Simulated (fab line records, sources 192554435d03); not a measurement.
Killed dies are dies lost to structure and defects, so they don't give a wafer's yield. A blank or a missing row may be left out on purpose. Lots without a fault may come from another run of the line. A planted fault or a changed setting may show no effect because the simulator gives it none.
Split-lot experiment | flow n5_finfet | 7 lots, 21 wafers read, on a route of 1938 steps

THE SPLIT
At N5_BEOL_M11_COAT_05 (resist thk 90 nm), the setting spin_rpm was moved away from the recipe's 1500 rpm on 6 of the 21 wafers read, by -7.8% to +7.9%. The other wafers ran this setting at the recipe's value.

FROM THE SPLIT TO THE READING: what the file shows between them, 3 steps
- N5_BEOL_M11_EBR_07
- N5_BEOL_M11_SOFTBAKE_06: time 60 s
- N5_BEOL_M11_DESCUM_16: chemistry O2, time 7.9 s

THE READING
CAR-ArF_of_BEOL_M11_COAT_05.thk_nm (the simulator's own value, which no gauge read), in nm, at N5_BEOL_M11_ETCH_61 (etches SiARC in CF4, target depth 39 nm, time 65 s). The file gives no usual value for it. The 15 wafers here that ran the recipe average 55.4 nm, standard deviation 0.2 nm.

wafer  | tool, chamber at the split | spin_rpm as run, rpm | against the recipe | CAR-ArF_of_BEOL_M11_COAT_05.thk_nm, nm | against lot-mates on the recipe
L074.2 | litho_track-04, 0          | 1500                 | recipe             | 55.2                                   | -
L074.3 | litho_track-04, 0          | 1500                 | recipe             | 55.2                                   | -
L074.4 | litho_track-04, 0          | 1500                 | recipe             | 55.4                                   | -
L081.1 | litho_track-01, 0          | 1407                 | -6.2%              | 58.2                                   | +2.9
L081.3 | litho_track-01, 0          | 1500                 | recipe             | 55.2                                   | -
L081.5 | litho_track-01, 0          | 1500                 | recipe             | 55.4                                   | -
L079.3 | litho_track-01, 0          | 1618                 | +7.9%              | 52                                     | -3.4
L079.5 | litho_track-01, 0          | 1618                 | +7.9%              | 52                                     | -3.4
L079.4 | litho_track-01, 0          | 1500                 | recipe             | 55.4                                   | -
L082.1 | litho_track-02, 0          | 1500                 | recipe             | 55.6                                   | -
L082.2 | litho_track-02, 0          | 1500                 | recipe             | 55.4                                   | -
L082.4 | litho_track-02, 0          | 1500                 | recipe             | 55.2                                   | -
L083.2 | litho_track-02, 0          | 1500                 | recipe             | 55.6                                   | -
L083.5 | litho_track-02, 0          | 1500                 | recipe             | 55.6                                   | -
L083.4 | litho_track-02, 0          | 1500                 | recipe             | 55.2                                   | -
L087.2 | litho_track-02, 0          | 1383                 | -7.8%              | 59                                     | +3.6
L087.4 | litho_track-02, 0          | 1383                 | -7.8%              | 59                                     | +3.6
L087.5 | litho_track-02, 0          | 1500                 | recipe             | 55.4                                   | -
L097.1 | litho_track-02, 0          | 1500                 | recipe             | 55.8                                   | -
L097.3 | litho_track-02, 0          | 1500                 | recipe             | 55.8                                   | -
L097.6 | litho_track-02, 0          | 1391                 | -7.3%              | 59.4                                   | +3.6

THE FIT
A straight line over all 21 wafers: CAR-ArF_of_BEOL_M11_COAT_05.thk_nm changes by -0.461 nm for each +1% of spin_rpm; r = -0.99; the points scatter about the line by 0.24 nm.
The same after taking each lot's own level away (the mean of its wafers on the recipe; 21 wafers): -0.455 nm for each +1%; r = -1.00; scatter 0.14 nm.
On that fit, the largest move of spin_rpm shifts the reading by 3.6 nm.
The lots' own levels span 55.27 to 55.80 nm, that is 2.6 times the standard deviation above.
So the lot-to-lot level changes the slope little: the two slopes agree.
Check: with one of the wafers moved furthest among these (+7.9%) left out of the fit, the line predicts -3.59 nm for it against its lot-mates. It came out at -3.4 nm against them.

THE WHOLE CHAIN: every reading that the file lists as answering this split, in the file's order
step                | what it does                                       | reading                                                                             | change (the file's fit)               | r (the file's)
N5_BEOL_M11_COAT_05 | resist thk 90 nm                                   | CAR-ArF_of_BEOL_M11_COAT_05.thk_nm (the simulator's own value, which no gauge read) | -0.468 nm for each +1% of the setting | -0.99
N5_BEOL_M11_ETCH_61 | etches SiARC in CF4, target depth 39 nm, time 65 s | CAR-ArF_of_BEOL_M11_COAT_05.thk_nm (the simulator's own value, which no gauge read) | -0.463 nm for each +1% of the setting | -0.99

THE FILE'S OWN FIT
CAR-ArF_of_BEOL_M11_COAT_05.thk_nm changes by -0.463 nm for each +1% of spin_rpm, r = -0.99.
